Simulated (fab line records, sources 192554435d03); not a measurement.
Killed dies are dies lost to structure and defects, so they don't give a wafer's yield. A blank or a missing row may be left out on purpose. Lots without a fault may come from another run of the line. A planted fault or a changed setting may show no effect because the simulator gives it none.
fab line records | flow n5_finfet
record lots=6 wafers=18 last_day=18
route steps=1938 shown BEOL_M0@734 BEOL_M4@1111 PASSIVATION@1936
lots that met no fault: from a run of the same line without faults
start_h: hours from the record's first day to the start of the lot's first wafer shown | wait_h: hours since the lot's step before | " the same as in the row above | L1.1+2: a row that stands for several wafers | - no value, or no start given | * or withheld: withheld | < > ~ a bound
route shown NAME@n: a module of which the file shows steps, and the number in the route of the first | usual: mean/standard deviation of fault-free wafers | same: alike in all rows | chamber/n: place in a boat | sites: the reading at each site | _std_site: their standard deviation | _edge_site: outer sites' mean less inner sites' | radius_mm: how far each site lies from the wafer's centre | mask NAME#n: copy n | behind: the tool/chamber that last shaped the wafer | hold: why the lot was held/for how many hours/how that ended | device: the transistor (n, p or np) that didn't switch | end of line: the same wafers' tests at the end of the route | a step without rows: its recipe alone | killed: dies lost to structure and defects at the first sort, not the wafer's yield | map: a wafer's dies, x killed, . not, _ none there
set.NAME: the setting as run; set.NAME@STEP: as run at that earlier step | model.NAME: the simulator's own value behind a step, which no gauge read
lots at some steps of the route; a table a step, a row a wafer
services: from which hour (start_h, from the record's first day; less than 0 if before it) a tool's chamber was out of use, for how many hours, and why
## steps
# step N5_BEOL_M0_SPUTTER_116
# recipe material=Cu target_thk_a=40 temp_c=-20 chamber_pressure_pa=0.07 power_w=withheld time_s=7.37
# step N5_BEOL_M0_ANNEAL_117
# recipe temp_c=400 time_s=60 ambient=vacuum
# step N5_BEOL_M0_SPUTTER_132
# recipe material=Cu target_thk_a=40 temp_c=-20 chamber_pressure_pa=0.07 power_w=withheld time_s=7.37
# usual throttle_valve_pct=30.1/1.1
# columns lot.wafer tool chamber start_h wait_h throttle_valve_pct
L478.1 pvd_sputter-01 - 162.61 0.0 27.8
L478.3 " - " " 30.2
L478.6 " - " " 27.9
L481.1 pvd_sputter-03 - 185.57 0.0 30.5
L481.2 " - " " 29.0
L481.6 " - " " 30.9
L486.1 pvd_sputter-02 - 202.13 0.0 30.6
L486.4 " - " " 31.5
L486.5 " - " " 31.3
L485.2 pvd_sputter-03 - 214.18 0.0 28.9
L485.5 " - " " 28.7
L485.6 " - " " 28.7
L487.3 pvd_sputter-03 - 220.27 0.0 28.9
L487.5 " - " " 28.8
L487.6 " - " " 29.2
L495.3 pvd_sputter-01 - 255.04 0.0 30.4
L495.5 " - " " 27.7
L495.6 " - " " 30.7
# step N5_BEOL_M0_ANNEAL_133
# recipe temp_c=400 time_s=60 ambient=vacuum
# step N5_BEOL_M0_SPUTTER_134
# recipe material=Cu target_thk_a=40 temp_c=-20 chamber_pressure_pa=0.07 power_w=withheld time_s=7.37
# usual throttle_valve_pct=30.1/1.1
# columns lot.wafer tool chamber start_h wait_h throttle_valve_pct
L478.1 pvd_sputter-01 - 162.73 0.0 28.1
L478.3 " - " " 30.4
L478.6 " - " " 27.7
L481.1 pvd_sputter-03 - 185.69 0.0 30.9
L481.2 " - " " 29.1
L481.6 " - " " 30.9
L486.1 pvd_sputter-02 - 202.25 0.0 30.6
L486.4 " - " " 31.7
L486.5 " - " " 31.7
L485.2 pvd_sputter-03 - 214.30 0.0 29.1
L485.5 " - " " 29.1
L485.6 " - " " 28.8
L487.3 pvd_sputter-03 - 220.39 0.0 29.1
L487.5 " - " " 29.0
L487.6 " - " " 28.9
L495.3 pvd_sputter-01 - 255.16 0.0 30.5
L495.5 " - " " 27.8
L495.6 " - " " 30.6
# step N5_BEOL_M0_ANNEAL_135
# recipe temp_c=400 time_s=60 ambient=vacuum
# usual heater_power_w=819/74
# columns lot.wafer tool chamber start_h wait_h heater_power_w
L478.1 pvd_sputter-01 - 162.81 0.0 835
L478.3 " - " " 780
L478.6 " - " " 799
L481.1 pvd_sputter-03 - 185.77 0.0 782
L481.2 " - " " 926
L481.6 " - " " 777
L486.1 pvd_sputter-02 - 202.33 0.0 827
L486.4 " - " " 703
L486.5 " - " " 696
L485.2 pvd_sputter-03 - 214.38 0.0 946
L485.5 " - " " 939
L485.6 " - " " 771
L487.3 pvd_sputter-03 - 220.47 0.0 921
L487.5 " - " " 755
L487.6 " - " " 933
L495.3 pvd_sputter-01 - 255.24 0.0 855
L495.5 " - " " 833
L495.6 " - " " 770
# step N5_BEOL_M0_SPUTTER_141
# recipe material=Cu target_thk_a=40 temp_c=-20 chamber_pressure_pa=0.07 power_w=withheld time_s=7.37
# step N5_BEOL_M0_ECD_118
# recipe material=Cu target_thk_a=3000
# step N5_BEOL_M0_ANNEAL_119
# recipe temp_c=225 time_s=90 ambient=N2
# step N5_BEOL_M0_CMP_120
# recipe stop_on=SiOC t_overpolish_s=6.9 down_force_psi=1 platen_rpm=50 clearing_platen_down_force_psi=1.5 clearing_platen_rpm=50 post_cmp_clean=cu_alkaline clearing_platen_pad_velocity_m_s=0.99484 pad_velocity_m_s=0.99484
# usual barrier_field_endpoint_s=3.55/0.12 clearing_platen_down_force_psi=1.500/0.0032 motor_current_A=5.9/0.58 overpolish_run_s=6.901/0.0085 pad_life_wafers=1282/480 time_to_endpoint_s=61.3/2.9
# columns lot.wafer tool chamber start_h wait_h barrier_field_endpoint_s clearing_platen_down_force_psi motor_current_A overpolish_run_s pad_life_wafers time_to_endpoint_s
L478.1 cmp-04 3 163.34 0.3 3.47 1.500 5.4 6.901 1098 56.9
L478.3 " 1 " " 3.67 1.499 5.4 6.897 1100 60.8
L478.6 " 3 " " 3.54 1.500 5.3 6.905 - 55.2
L481.2 cmp-04 3 186.38 0.3 3.43 1.505 5.6 6.893 1268 60.1
L481.1 " 0 " " 3.49 1.500 4.9 6.883 1269 61.1
L481.6 " 2 " " 3.46 1.497 6.3 6.912 - 61.3
L486.1 cmp-04 2 202.93 0.3 3.55 1.499 6.8 6.891 1400 61.8
L486.4 " 3 " " 3.57 1.500 5.7 6.915 1401 61.5
L486.5 " 1 " " 3.54 1.507 5.2 6.898 - 64.9
L485.2 cmp-04 1 215.04 0.3 3.50 1.499 5.4 6.903 1503 64.3
L485.5 " 2 " " 3.63 1.496 6.7 6.908 - 61.7
L485.6 " 3 " " 3.59 1.495 5.9 6.890 - 59.0
L487.3 cmp-04 1 221.29 0.3 3.58 1.506 5.4 6.894 1563 57.4
L487.6 " 2 " " 3.56 1.500 6.4 6.892 - 56.6
L487.5 " 3 " " 3.44 1.500 5.4 6.919 - 56.2
L495.3 cmp-02 2 256.06 0.3 3.49 1.501 5.3 6.900 2109 61.9
L495.6 " 3 " " 3.63 1.501 5.8 6.898 - 64.2
L495.5 " 0 " " 3.66 1.501 5.8 6.887 - 63.1
# step N5_BEOL_M0_PRE_CLEAN_131
# recipe gas=NH3/H2 time_s=15 temp_c=* rf_power_w=300
# usual heater_power_w=74/14
# columns lot.wafer tool chamber start_h wait_h heater_power_w
L478.1 cvd_co-02 0 163.67 0.0 78
L478.3 " 1 " " 85
L478.6 " 1 " " 83
L481.1 cvd_co-01 1 186.63 0.0 91
L481.2 " 2 " " 61
L481.6 " 0 " " 78
L486.1 cvd_co-02 0 203.20 0.0 76
L486.4 " 2 " " 49
L486.5 " 0 " " 79
L485.2 cvd_co-02 0 215.26 0.0 79
L485.5 " 2 " " 50
L485.6 " 0 " " 78
L487.3 cvd_co-01 1 221.50 0.0 93
L487.5 " 0 " " 77
L487.6 " 1 " " 94
L495.3 cvd_co-01 1 256.28 0.0 93
L495.5 " 0 " " 76
L495.6 " 1 " " 91
# step N5_BEOL_M0_CO_CAP_123
# recipe material=Co target_thk_a=20 temp_c=200 precursor=CCTBA/H2 pressure_torr=30 time_s=102.1
# usual chamber_pressure_Torr=29.99/0.064 heater_power_outer_w=114/12 heater_power_w=222/18
# columns lot.wafer tool chamber start_h wait_h chamber_pressure_Torr heater_power_outer_w heater_power_w
L478.1 cvd_co-02 0 163.71 0.0 30.17 114 227
L478.3 " 1 " " 29.96 121 232
L478.6 " 1 " " 30.06 129 237
L481.1 cvd_co-01 1 186.67 0.0 29.95 132 246
L481.2 " 2 " " 30.02 109 205
L481.6 " 0 " " 30.11 115 228
L486.1 cvd_co-02 0 203.24 0.0 - - -
L486.4 " 2 " " - - -
L486.5 " 0 " " - - -
L485.2 cvd_co-02 0 215.30 0.0 - - -
L485.5 " 2 " " - - -
L485.6 " 0 " " - - -
L487.3 cvd_co-01 1 221.54 0.0 29.87 132 243
L487.5 " 0 " " 30.05 111 224
L487.6 " 1 " " 29.93 131 249
L495.3 cvd_co-01 1 256.32 0.0 29.98 132 249
L495.5 " 0 " " 29.99 111 228
L495.6 " 1 " " 30.04 134 251
# step N5_BEOL_M0_PRE_CLEAN_124
# recipe gas=NH3 time_s=15 temp_c=withheld rf_power_w=300
# step N5_BEOL_M4_RC_MEAS_101
# usual DIBL_N=36.1/1.7 DIBL_P=35.9/2.1 IOFF_N=0.154/0.029 IOFF_P=0.21/0.035 ION_N=673/10 ION_P=463/7.5 SS_N=71.6/0.59 SS_P=73.2/0.69 VT_N=250.5/2.9 VT_P=-250/3.2
# columns lot.wafer tool chamber start_h wait_h DIBL_N[mV/V] DIBL_P[mV/V] IOFF_N[nA/um] IOFF_P[nA/um] ION_N[uA/um] ION_P[uA/um] SS_N[mV/dec] SS_P[mV/dec] VT_N[mV] VT_P[mV]
L478.1 prober-01 0 207.21 0.0 34.7 35.5 0.158 0.22 677 468 71.4 73.6 247.6 -248
L478.3 " 0 " " 35.5 35.1 0.150 0.21 676 466 71.7 73.5 251.1 -249
L478.6 " 0 " " 34.0 34.5 0.138 0.21 678 474 71.1 73.0 251.7 -247
L481.1 prober-01 0 250.06 0.0 36.1 36.1 0.155 0.20 684 470 71.7 73.4 249.8 -252
L481.2 " 0 " " 35.0 33.9 0.130 0.17 680 461 71.5 73.2 251.6 -255
L481.6 " 0 " " 36.6 36.6 0.167 0.20 672 460 71.7 74.3 248.1 -253
L486.1 prober-02 0 267.80 0.0 36.2 35.6 0.150 0.20 669 460 71.2 73.4 248.4 -251
L486.4 " 0 " " 33.3 31.8 0.105 0.14 655 447 70.8 72.0 257.7 -255
L486.5 " 0 " " 35.0 34.0 0.128 0.17 667 452 71.7 73.1 255.1 -255
L485.2 prober-01 0 269.03 0.2 34.2 34.8 0.130 0.19 658 460 71.2 73.4 249.9 -250
L485.5 " 0 " " 36.6 35.8 0.164 0.21 668 456 71.7 73.3 251.3 -250
L485.6 " 0 " " 37.8 39.7 0.194 0.27 681 471 72.0 73.5 248.2 -248
L487.3 prober-01 0 279.90 0.3 33.7 34.6 0.109 0.18 660 467 71.0 72.5 255.1 -250
L487.5 " 0 " " 34.5 34.2 0.114 0.18 660 464 70.6 72.5 252.4 -249
L487.6 " 0 " " 35.7 36.7 0.142 0.22 679 471 71.7 73.3 250.7 -248
L495.3 prober-02 0 322.57 0.5 36.9 35.6 0.153 0.20 673 460 71.0 73.0 249.8 -250
L495.5 " 0 " " 37.4 35.3 0.154 0.20 675 462 71.3 73.4 251.5 -251
L495.6 " 0 " " 38.2 36.7 0.174 0.22 671 456 71.5 73.8 248.1 -249
# step N5_PASSIVATION_PROBE_49
# usual defect_limited_yield=91.3/1.4 killed_at_M0_to_M3=34/9.2 killed_at_M4_up=13/5.3 killed_at_contacts=12/6 killed_at_front_end=39/12 killed_at_other=4/3.3 killed_dies=102/17 killed_open=67/12 killed_short=34/7.4 sort_bin_5_function=5.1/1 sort_bin_6_memory=3.2/0.6 sort_n_pass=1078/17 sort_yield_pct=91.3/1.4
# same gross_dies=1180 killed_at_back_side=0 sort_bin_4_leakage[%]=0 sort_bin_8_speed[%]=0
# columns lot.wafer tool chamber start_h wait_h defect_limited_yield[%] killed_at_M0_to_M3 killed_at_M4_up killed_at_contacts killed_at_front_end killed_at_other killed_dies killed_open killed_short sort_bin_5_function[%] sort_bin_6_memory[%] sort_n_pass sort_yield_pct[%]
L478.1 prober-01 - 316.82 0.1 89.1 33 10 20 60 6 129 82 45 6.3 4.1 1051 89.1
L478.3 prober-01 - 316.92 0.2 90.9 43 8 10 46 0 107 73 31 5.0 4.1 1073 90.9
L478.6 prober-01 - 317.07 0.3 90.3 36 13 12 53 1 115 73 41 6.0 3.3 1065 90.3
L481.1 prober-01 - 365.06 0.0 90.8 28 19 14 47 0 108 71 37 5.3 3.3 1072 90.8
L481.2 prober-01 - 365.11 0.1 89.2 35 17 9 64 2 127 68 50 5.8 3.7 1053 89.2
L481.6 prober-01 - 365.31 0.3 91.0 24 15 18 48 1 106 58 47 5.3 3.2 1074 91.0
L486.5 prober-02 - 370.95 0.2 93.3 31 10 6 31 1 79 43 29 3.9 2.3 1101 93.3
L487.3 prober-02 - 380.86 0.1 92.4 38 19 5 28 0 90 57 33 3.6 3.5 1090 92.4
L487.5 prober-02 - 380.96 0.2 90.8 37 9 11 49 3 109 70 36 5.4 3.1 1071 90.8
L487.6 prober-02 - 381.01 0.3 91.9 35 9 14 37 1 96 59 36 4.7 3.1 1084 91.9
# killed by level:class
L478.1 STI_FIN_REVEAL:geometric_particle:open=21 MOL_CONTACT_COAG:geometric_particle:open=17 BEOL_M0_SAQP:geometric_particle:short=11 STI_FIN_REVEAL:geometric_particle:short=10 DUMMY_GATE:geometric_particle:open=9 BEOL_M0_SAQP:geometric_particle:open=9 DUMMY_GATE:geometric_particle:short=4 BEOL_M4:geometric_particle:open=4
L478.3 BEOL_M0_SAQP:geometric_particle:open=17 STI_FIN_REVEAL:geometric_particle:open=13 BEOL_M0_SAQP:geometric_particle:short=10 MOL_CONTACT_COAG:geometric_particle:open=9 FIN_SAQP:geometric_particle:short=8 DUMMY_GATE:geometric_particle:open=5 BEOL_M2:geometric_particle:open=5 BEOL_M3:geometric_particle:open=5
L478.6 STI_FIN_REVEAL:geometric_particle:open=17 MOL_CONTACT_COAG:geometric_particle:open=10 FIN_SAQP:geometric_particle:short=9 BEOL_M0_SAQP:geometric_particle:open=8 BEOL_M0_SAQP:geometric_particle:short=8 BEOL_M1:geometric_particle:open=7 BEOL_M2:geometric_particle:open=6 GATE_CUT:geometric_particle:short=5
L481.1 MOL_CONTACT_COAG:geometric_particle:open=13 FIN_SAQP:geometric_particle:short=12 BEOL_M3:geometric_particle:open=10 FIN_SAQP:geometric_particle:open=8 BEOL_M4:geometric_particle:short=8 STI_FIN_REVEAL:geometric_particle:open=5 ILD0:geometric_particle:open=5 STARTING-WAFER:geometric_particle:open=5
L481.2 FIN_SAQP:geometric_particle:short=13 FIN_SAQP:geometric_particle:open=11 STI_FIN_REVEAL:geometric_particle:open=9 HKMG_FIN:area_etch=9 STARTING-WAFER:geometric_particle:short=8 BEOL_M4:geometric_particle:short=7 MOL_CONTACT_COAG:geometric_particle:open=6 ILD0:geometric_particle:open=5
L481.6 FIN_SAQP:geometric_particle:short=21 MOL_CONTACT_COAG:geometric_particle:open=15 FIN_SAQP:geometric_particle:open=10 STI_FIN_REVEAL:geometric_particle:open=5 BEOL_M0_SAQP:geometric_particle:short=5 BEOL_M3:geometric_particle:open=4 MOL_CONTACT_COAG:geometric_particle:short=3 ILD0:geometric_particle:open=3
L486.5 BEOL_M2:geometric_particle:open=9 FIN_SAQP:geometric_particle:short=8 STI_FIN_REVEAL:geometric_particle:open=8 BEOL_M0_SAQP:geometric_particle:short=5 BEOL_M1:geometric_particle:open=5 MOL_CONTACT_COAG:geometric_particle:open=4 BEOL_M3:geometric_particle:open=4 STI_FIN_REVEAL:geometric_particle:short=3
L487.3 BEOL_M2:geometric_particle:open=16 GATE_CUT:geometric_particle:short=7 BEOL_M4:geometric_particle:open=7 BEOL_M4:geometric_particle:short=7 FIN_SAQP:geometric_particle:open=5 BEOL_M0_SAQP:geometric_particle:open=5 ILD0:geometric_particle:short=4 BEOL_M1:geometric_particle:open=4
L487.5 FIN_SAQP:geometric_particle:open=10 MOL_CONTACT_COAG:geometric_particle:open=10 BEOL_M3:geometric_particle:open=9 DUMMY_GATE:geometric_particle:open=8 GATE_CUT:geometric_particle:short=8 BEOL_M0_SAQP:geometric_particle:short=6 STARTING-WAFER:geometric_particle:short=5 BEOL_M0_SAQP:geometric_particle:open=5
L487.6 BEOL_M1:geometric_particle:short=13 MOL_CONTACT_COAG:geometric_particle:open=12 FIN_SAQP:geometric_particle:open=8 BEOL_M1:geometric_particle:open=7 DUMMY_GATE:geometric_particle:open=6 BEOL_M4:geometric_particle:open=6 GATE_CUT:geometric_particle:short=5 FIN_SAQP:geometric_particle:short=4
## services
# columns tool chamber start_h hours kind
cvd_co-02 - 154.28 1.4 repair
cvd_co-02 - 155.69 6.9 pm
cvd_co-02 - 178.38 0.4 repair
pvd_sputter-01 - 182.92 8.3 repair
cmp-04 - 231.82 1.6 repair
cmp-02 - 233.52 6.2 pm
cvd_co-02 0 248.61 5.7 repair
cvd_co-01 - 250.17 1.0 repair
cmp-02 - 256.17 4.0 pm
## key
first_sign step=N5_BEOL_M0_CO_CAP_123 reading=tool_record direction=missing
effect none on later readings
met_at N5_BEOL_M0_CO_CAP_123
struck_wafers L485.2,L485.5,L485.6,L486.1,L486.4,L486.5
onset_between 163.71 203.24
fault kind=skipped_step_whole tool=cvd_co-02 chamber=- onset_h=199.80 steps=N5_BEOL_M0_CO_CAP_123 scope=struck_lots_only
